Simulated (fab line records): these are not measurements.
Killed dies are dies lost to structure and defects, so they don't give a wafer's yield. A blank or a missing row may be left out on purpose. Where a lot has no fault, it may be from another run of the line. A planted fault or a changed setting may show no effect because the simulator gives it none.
Matching of chambers :: flow n5 finfet :: 4 sister chambers for N5_HKMG_FIN_NWFM_ALD_20 on ald metal-03
The step deposits TiAlC, target thk 2 nm, pulse time 3 s, purge time 2 s. 8 wafers are shown with their chamber, then 7 later ones without.

## WAFERS, EACH WITH ITS CHAMBER
wafer: L074.1
chamber: 2
heater power w (W): 495
precursor pulse height rel: 0.999

wafer: L074.6
chamber: 2
heater power w (W): 493
precursor pulse height rel: 0.998

wafer: L086.3
chamber: 3
heater power w (W): 459
precursor pulse height rel: 1.026

wafer: L089.1
chamber: 0
heater power w (W): 475
precursor pulse height rel: 1.019

wafer: L089.4
chamber: 3
heater power w (W): 469
precursor pulse height rel: 1.020

wafer: L089.6
chamber: 1
heater power w (W): 504
precursor pulse height rel: 1.001

wafer: L090.1
chamber: 0
heater power w (W): 465
precursor pulse height rel: 0.986

wafer: L090.2
chamber: 1
heater power w (W): 512
precursor pulse height rel: 1.039

## WAFERS WITHOUT THEIR CHAMBER
wafer: L090.3
heater power w (W): 502
precursor pulse height rel: 0.991

wafer: L093.3
heater power w (W): 497
precursor pulse height rel: 1.015

wafer: L093.4
heater power w (W): 484
precursor pulse height rel: 1.011

wafer: L093.5
heater power w (W): 499
precursor pulse height rel: 0.994

wafer: L096.1
heater power w (W): 503
precursor pulse height rel: 0.983

wafer: L096.2
heater power w (W): 462
precursor pulse height rel: 1.011

wafer: L096.6
heater power w (W): 463
precursor pulse height rel: 1.010

## EACH ONE'S CHAMBER
wafer: L090.3
from the rows above: can't be placed: 2 or 1
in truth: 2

wafer: L093.3
from the rows above: can't be placed: 2 or 1
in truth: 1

wafer: L093.4
from the rows above: can't be placed: 2 or 0 or 3
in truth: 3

wafer: L093.5
from the rows above: can't be placed: 2 or 1
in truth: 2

wafer: L096.1
from the rows above: can't be placed: 2 or 1
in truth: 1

wafer: L096.2
from the rows above: can't be placed: 3 or 0
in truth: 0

wafer: L096.6
from the rows above: can't be placed: 3 or 0
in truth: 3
Correctly placed: 0 of 7. From these rows, 7 cannot be placed; in 7 the true chamber is one of the candidates. Wrongly placed: 0.
How it was worked out, from the rows above alone: a wafer's distance from a chamber is the root of the sum, over the readings, of the square of ((its reading less the chamber's mean) divided by the reading's scatter). The wafer belongs to the nearest chamber; if the next one is less than 2 further off, it can't be placed. A chamber's mean is the mean of its shown wafers. The scatter: the root of (the sum of the squares of (reading less its chamber's mean) over the shown wafers, divided by (wafers less chambers)).
